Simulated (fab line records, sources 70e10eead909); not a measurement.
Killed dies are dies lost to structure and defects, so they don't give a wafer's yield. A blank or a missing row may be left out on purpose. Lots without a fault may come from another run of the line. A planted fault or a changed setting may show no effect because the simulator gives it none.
Chamber matching | flow nand_harc | NHARC_A_BLC_STRIP_21 on rie_diel-05: 4 sister chambers
The step strips in O2. 16 wafers are shown with their chamber, then 8 later ones without.

WAFERS WITH THEIR CHAMBER
wafer  | chamber | showerhead_plenum_p_Torr (Torr) | rf_vpp_V (V) | oes_product_au (a.u.)
L076.2 | 3       | 3.64                            | 59.7         | 1.008
L076.3 | 2       | 3.56                            | 56.4         | 1.020
L076.5 | 0       | 3.46                            | 57.3         | 1.005
L081.4 | 2       | 3.55                            | 59.3         | 1.021
L081.5 | 3       | 3.64                            | 59.0         | 0.996
L081.6 | 2       | 3.55                            | 58.5         | 1.009
L082.3 | 3       | 3.64                            | 60.3         | 1.006
L082.4 | 0       | 3.45                            | 57.4         | 0.995
L082.6 | 3       | 3.64                            | 57.3         | 0.993
L083.2 | 2       | 3.55                            | 57.5         | 1.015
L083.3 | 3       | 3.64                            | 59.0         | 1.007
L083.4 | 0       | 3.45                            | 58.0         | 0.996
L094.1 | 0       | 3.45                            | 56.5         | 1.009
L094.3 | 1       | 3.29                            | 56.9         | 1.014
L094.5 | 3       | 3.63                            | 58.5         | 1.013
L092.1 | 2       | 3.55                            | 58.0         | 1.003

SIGNATURES (means of the wafers above)
reading                  | chamber 0 | chamber 1 | chamber 2 | chamber 3 | scatter within a chamber
showerhead_plenum_p_Torr | 3.4525    | 3.2900    | 3.5520    | 3.6383    | 0.00446
rf_vpp_V                 | 57.300    | 56.900    | 57.940    | 58.967    | 0.965
oes_product_au           | 1.00125   | 1.01400   | 1.01360   | 1.00383   | 0.00745
Rule: a wafer's distance from a chamber is the root of the sum, over the readings, of the square of ((its reading less the chamber's mean) divided by the reading's scatter). The wafer belongs to the nearest chamber; if the next one is less than 2 further off, it can't be placed. The scatter: the root of (the sum of the squares of (reading less its chamber's mean) over the shown wafers, divided by (wafers less chambers)).

WAFERS WITHOUT THEIR CHAMBER
wafer  | showerhead_plenum_p_Torr (Torr) | rf_vpp_V (V) | oes_product_au (a.u.)
L092.2 | 3.45                            | 57.7         | 0.989
L092.6 | 3.29                            | 56.0         | 1.011
L097.2 | 3.29                            | 56.1         | 1.001
L097.3 | 3.45                            | 55.8         | 1.004
L097.6 | 3.29                            | 58.2         | 0.990
L096.1 | 3.63                            | 58.7         | 1.001
L096.3 | 3.55                            | 57.2         | 1.001
L096.4 | 3.29                            | 57.0         | 0.992

WHICH CHAMBER EACH WENT THROUGH
wafer  | from the rows above | in truth
L092.2 | 0                   | 0
L092.6 | 1                   | 1
L097.2 | 1                   | 1
L097.3 | 0                   | 0
L097.6 | 1                   | 1
L096.1 | 3                   | 3
L096.3 | 2                   | 2
L096.4 | 1                   | 1
Placed correctly: 8 of 8. Can't be placed from these rows: 0. Placed wrongly: 0.
